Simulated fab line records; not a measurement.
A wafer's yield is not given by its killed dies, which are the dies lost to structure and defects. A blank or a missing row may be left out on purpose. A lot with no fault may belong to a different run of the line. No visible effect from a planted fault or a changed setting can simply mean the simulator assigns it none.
What tool caused it? + flow nandHarc + 14 lots, 42 wafers sampled, at 5 steps of a route of 1159

WHAT EACH GAUGE READ, for each wafer
NHARC_A_CONTACT_OVL_MEAS_09. Usual: overlayXNm -0.4 nm, standard deviation 0.91; overlayYNm 0.0 nm, standard deviation 0.95.
| lot  | measured     | on         | overlayXNm (nm) | overlayYNm (nm) | flag |
|------|--------------|------------|-----------------|-----------------|------|
| L328 | day 17 02:01 | overlay-02 | 0.7 1.3 1.0     | -0.8 -0.8 -0.9  |      |
| L327 | day 17 03:13 | overlay-01 | -1.0 -0.9 -1.3  | -0.6 -0.7 -0.7  |      |
| L330 | day 17 07:38 | overlay-02 | -0.2 0.1 0.1    | -0.8 -1.3 -1.1  |      |
| L329 | day 17 11:11 | overlay-02 | -0.9 -0.6 -1.0  | 0.9 1.0 0.7     |      |
| L332 | day 17 12:50 | overlay-02 | 0.2 -0.1 0.2    | 1.4 1.5 0.8     |      |
| L331 | day 18 08:44 | overlay-01 | 1.5 1.3 1.0     | 0.1 1.0 0.5     |      |
| L334 | day 18 20:34 | overlay-02 | 0.3 -0.3 0.5    | 0.0 -0.8 -0.4   |      |
| L341 | day 20 20:38 | overlay-02 | -0.2 -0.7 -0.3  | -1.2 -1.0 -1.2  |      |
| L338 | day 20 21:45 | overlay-02 | -1.2 -0.7 -0.6  | 1.5 1.1 0.9     |      |
| L342 | day 21 14:25 | overlay-02 | -2.2 -2.4 -2.0  | 1.3 0.3 0.6     |      |
| L346 | day 22 07:32 | overlay-01 | -0.1 -0.3 0.0   | 0.1 -0.3 -0.3   |      |
| L348 | day 22 17:31 | overlay-01 | -0.4 -0.1 0.4   | 0.3 -0.1 0.4    |      |
| L349 | day 22 18:12 | overlay-02 | -0.1 -0.1 -0.4  | 0.4 1.0 0.4     |      |
| L350 | day 23 06:20 | overlay-01 | 0.0 -0.1 0.1    | -0.7 0.1 -0.6   |      |

NHARC_END_SORT_01. Usual: killedAtArray 29, standard deviation 10; killedAtOther 0.7, standard deviation 1.1; killedAtPeriphery 3.3, standard deviation 2.4; killedDies 33, standard deviation 11; killedOpen 3.3, standard deviation 2; killedShort 1.9, standard deviation 1.3.
| lot  | measured     | on        | killedAtArray | killedAtOther | killedAtPeriphery | killedDies | killedOpen | killedShort | flag |
|------|--------------|-----------|---------------|---------------|-------------------|------------|------------|-------------|------|
| L348 | day 25 07:47 | prober-01 | 45 46 45      | 0 4 0         | 5 2 5             | 50 52 50   | 3 1 5      | 1 2 1       |      |

WHICH TOOL RAN EACH LOT (tool, then ch and the chambers of the sampled wafers, then the start)
| lot  | NHARC_A_CONTACT_ETCH_132           | NHARC_A_CONTACT_DEP_85          | NHARC_A_CONTACT_SOFTBAKE_03      |
|------|------------------------------------|---------------------------------|----------------------------------|
| L328 | harCapEtch-02 ch 0,1, day 16 21:37 | pecvd-03 ch 0,1,2, day 17 01:13 | lithoTrack-06 ch 0, day 17 01:00 |
| L327 | harCapEtch-03 ch 0,1, day 16 23:16 | pecvd-03 ch 1,2, day 17 02:25   | lithoTrack-04 ch 0, day 17 02:00 |
| L330 | harCapEtch-01 ch 0,1, day 17 03:38 | pecvd-03 ch 0,1,2, day 17 06:57 | lithoTrack-06 ch 0, day 17 07:00 |
| L329 | harCapEtch-02 ch 0,1, day 17 07:21 | pecvd-03 ch 0,2, day 17 10:30   | lithoTrack-04 ch 0, day 17 10:00 |
| L332 | harCapEtch-01 ch 0,1, day 17 08:44 | pecvd-01 ch 0,2, day 17 12:08   | lithoTrack-04 ch 0, day 17 12:00 |
| L331 | harCapEtch-02 ch 0,1, day 18 00:42 | pecvd-03 ch 0,1, day 18 08:02   | lithoTrack-01 ch 0, day 18 08:00 |
| L334 | harCapEtch-02 ch 0,1, day 18 12:55 | pecvd-04 ch 0,1,2, day 18 19:46 | lithoTrack-01 ch 0, day 18 20:00 |
| L341 | harCapEtch-01 ch 0,1, day 20 15:05 | pecvd-04 ch 0,1,2, day 20 19:52 | lithoTrack-04 ch 0, day 20 20:00 |
| L338 | harCapEtch-03 ch 0,1, day 20 16:26 | pecvd-04 ch 0,1,2, day 20 21:04 | lithoTrack-06 ch 0, day 20 21:00 |
| L342 | harCapEtch-03 ch 0,1, day 21 07:49 | pecvd-01 ch 0,2, day 21 13:35   | lithoTrack-06 ch 0, day 21 13:00 |
| L346 | harCapEtch-03 ch 0,1, day 22 03:30 | pecvd-04 ch 0,1,2, day 22 06:46 | lithoTrack-01 ch 0, day 22 07:00 |
| L348 | harCapEtch-03 ch 0,1, day 22 13:21 | pecvd-03 ch 0,1, day 22 16:44   | lithoTrack-04 ch 0, day 22 16:00 |
| L349 | harCapEtch-01 ch 0,1, day 22 13:52 | pecvd-01 ch 0,1,2, day 22 17:31 | lithoTrack-01 ch 0, day 22 17:00 |
| L350 | harCapEtch-03 ch 0,1, day 23 02:09 | pecvd-04 ch 1,2, day 23 05:34   | lithoTrack-01 ch 0, day 23 05:00 |
- NHARC_A_CONTACT_ETCH_132: etches the open film in C4F8/O2/Ar, time 156 s, target depth 958 nm.
- NHARC_A_CONTACT_DEP_85: deposits SiON, target thk 50 nm.
- NHARC_A_CONTACT_SOFTBAKE_03: time 55 s.

AS READ BY THE TOOLS THEMSELVES (means over the sampled wafers that have a number; for cases with no such wafer, the mark the record gives instead)
NHARC_A_CONTACT_DEP_85. Usual: 730 W for heaterPowerW, sd 83.
| lot  | tool     | heaterPowerW (W) | flag |
|------|----------|------------------|------|
| L328 | pecvd-03 | 759              |      |
| L327 | pecvd-03 | 753              |      |
| L330 | pecvd-03 | 712              |      |
| L329 | pecvd-03 | 756              |      |
| L332 | pecvd-01 | 740              |      |
| L331 | pecvd-03 | 701              |      |
| L334 | pecvd-04 | 720              |      |
| L341 | pecvd-04 | 702              |      |
| L338 | pecvd-04 | 733              |      |
| L342 | pecvd-01 | 685              |      |
| L346 | pecvd-04 | 742              |      |
| L348 | pecvd-03 | 786              |      |
| L349 | pecvd-01 | 724              |      |
| L350 | pecvd-04 | 770              |      |

NHARC_A_CONTACT_SOFTBAKE_03. Usual: 188.44 W for heaterPowerTotalW, sd 0.13.
| lot  | tool          | heaterPowerTotalW (W) | flag |
|------|---------------|-----------------------|------|
| L328 | lithoTrack-06 | 188.39                |      |
| L327 | lithoTrack-04 | 188.42                |      |
| L330 | lithoTrack-06 | 188.62                |      |
| L329 | lithoTrack-04 | 188.37                |      |
| L332 | lithoTrack-04 | 188.57                |      |
| L331 | lithoTrack-01 | 188.47                |      |
| L334 | lithoTrack-01 | 188.55                |      |
| L341 | lithoTrack-04 | 188.51                |      |
| L338 | lithoTrack-06 | 185.55                | OFF  |
| L342 | lithoTrack-06 | 185.51                | OFF  |
| L346 | lithoTrack-01 | 188.64                |      |
| L348 | lithoTrack-04 | 188.46                |      |
| L349 | lithoTrack-01 | 188.37                |      |
| L350 | lithoTrack-01 | 188.53                |      |

THE ANSWER, worked out from the rows above alone
Rule: a lot counts as off when the mean over its wafers that have a number is more than 3 standard deviations away from the usual mean. Also off: a lot with no number at a reading for which 4 or more lots have one. The other lots that the step has rows for count as sound. First the gauges in route order, then the tools' own readings, where a lot's mean is used as printed above. The first step at which some lot is off is used, and at that step the reading that is off furthest; a lot without a number counts as furthest.
Off: L338, L342 (NHARC_A_CONTACT_SOFTBAKE_03, heaterPowerTotalW).
A tool fits if, at that step or a process step before it, it ran every lot that is off, and no sound lot after the first of them. One candidate fits, namely lithoTrack-06 at NHARC_A_CONTACT_SOFTBAKE_03. A fault onset in the window from L330 (day 17 07:00, its last sound lot) to L338 (day 20 21:00, its first lot off) fits.
On the lots that are off, the tool's own readings at NHARC_A_CONTACT_SOFTBAKE_03 differ by more than 5 times the standard deviation of the sound lots' means, which bears it out; heaterPowerTotalW reads 185.53 W there versus 188.49 W on the sound lots.

WHAT THE SIMULATOR HAD INSERTED
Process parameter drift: lithoTrack-06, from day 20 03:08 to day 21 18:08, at NHARC_A_CONTACT_SOFTBAKE_03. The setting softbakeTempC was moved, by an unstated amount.
Struck lots among those shown: L338, L342. The same result came from the rule above.
